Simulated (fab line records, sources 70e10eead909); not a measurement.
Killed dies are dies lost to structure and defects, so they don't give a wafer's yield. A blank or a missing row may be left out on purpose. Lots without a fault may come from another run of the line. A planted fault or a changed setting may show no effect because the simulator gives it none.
Chamber matching | flow nand_harc | NHARC_A_CHANNEL_FILL_D1_CMP_10 on cmp-04: 4 sister chambers
The step polishes, target thk 150 nm. 14 wafers are shown with their chamber, then 7 later ones without.

WAFERS WITH THEIR CHAMBER
wafer  | chamber | motor_current_A (A) | time_to_endpoint_s (s)
L075.1 | 0       | 11.6                | 17.0
L075.4 | 3       | 13.8                | 16.1
L075.6 | 1       | 13.2                | 12.8
L077.4 | 1       | 13.5                | 10.2
L077.5 | 2       | 12.4                | 12.3
L077.6 | 3       | 13.4                | 12.0
L078.1 | 3       | 14.0                | 12.5
L078.3 | 2       | 11.9                | 15.1
L078.4 | 1       | 13.4                | 9.1
L087.2 | 3       | 14.3                | 14.4
L087.3 | 0       | 11.1                | 16.8
L087.4 | 2       | 11.5                | 15.3
L087.1 | 1       | 14.2                | 14.5
L087.5 | 2       | 11.4                | 17.4

SIGNATURES (means of the wafers above)
reading            | chamber 0 | chamber 1 | chamber 2 | chamber 3 | scatter within a chamber
motor_current_A    | 11.350    | 13.575    | 11.800    | 13.875    | 0.417
time_to_endpoint_s | 16.900    | 11.650    | 15.025    | 13.750    | 2.04
Rule: a wafer's distance from a chamber is the root of the sum, over the readings, of the square of ((its reading less the chamber's mean) divided by the reading's scatter). The wafer belongs to the nearest chamber; if the next one is less than 2 further off, it can't be placed. The scatter: the root of (the sum of the squares of (reading less its chamber's mean) over the shown wafers, divided by (wafers less chambers)).

WAFERS WITHOUT THEIR CHAMBER
wafer  | motor_current_A (A) | time_to_endpoint_s (s)
L087.6 | 13.5                | 13.3
L094.2 | 10.8                | 14.0
L094.4 | 12.3                | 15.8
L094.5 | 11.0                | 13.3
L095.3 | 11.9                | 14.8
L095.5 | 11.2                | 15.2
L095.6 | 13.8                | 13.6

WHICH CHAMBER EACH WENT THROUGH
wafer  | from the rows above     | in truth
L087.6 | can't be placed: 1 or 3 | 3
L094.2 | can't be placed: 0 or 2 | 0
L094.4 | can't be placed: 2 or 0 | 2
L094.5 | can't be placed: 0 or 2 | 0
L095.3 | can't be placed: 2 or 0 | 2
L095.5 | can't be placed: 0 or 2 | 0
L095.6 | can't be placed: 3 or 1 | 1
Placed correctly: 0 of 7. Can't be placed from these rows: 7 (the true chamber is among the candidates in 7). Placed wrongly: 0.
